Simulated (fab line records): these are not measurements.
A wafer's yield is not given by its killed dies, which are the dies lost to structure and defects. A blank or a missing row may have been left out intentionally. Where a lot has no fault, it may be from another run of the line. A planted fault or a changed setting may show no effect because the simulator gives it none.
Chamber matching -- flow nand harc -- pecvd-04 running NHARC_A_STAIRCASE_DEP_417: 3 sister chambers
The step deposits Si3N4, target thk 60 nm. 3 wafers are shown with their chamber, then 12 later ones without.

== WAFERS, EACH WITH ITS CHAMBER ==
wafer,chamber,heater power w (W)
L093.6,1,750
L095.2,0,825
L095.4,2,744

== WAFERS MISSING THEIR CHAMBER ==
wafer,heater power w (W)
L094.2,808
L094.3,807
L094.6,761
L094.1,946
L094.4,963
L094.5,780
L096.1,823
L096.2,974
L096.3,735
L097.1,741
L097.5,791
L097.6,747

== EACH ONE'S CHAMBER ==
wafer,from the rows above,in truth
L094.2,can't be placed: 0 or 1 or 2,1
L094.3,can't be placed: 0 or 1 or 2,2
L094.6,can't be placed: 1 or 2 or 0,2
L094.1,can't be placed: 0 or 1 or 2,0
L094.4,can't be placed: 0 or 1 or 2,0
L094.5,can't be placed: 1 or 2 or 0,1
L096.1,can't be placed: 0 or 1 or 2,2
L096.2,can't be placed: 0 or 1 or 2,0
L096.3,can't be placed: 2 or 1 or 0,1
L097.1,can't be placed: 2 or 1 or 0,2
L097.5,can't be placed: 0 or 1 or 2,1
L097.6,can't be placed: 1 or 2 or 0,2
Correct placement for 0 of the 12. Not placeable from these rows: 12 (in 12, the candidates include the true chamber). Wrongly placed: 0.
How it was worked out, from the rows above alone: a wafer's distance from a chamber is the root of the sum, over the readings, of the square of ((its reading less the chamber's mean) divided by the reading's scatter). The wafer belongs to the nearest chamber; if the next one is less than 2 further off, it can't be placed. Each chamber's mean is taken over the wafers shown for it. The scatter: root of mean squared gap, hidden wafer to nearest shown wafer, with one shown wafer a chamber.
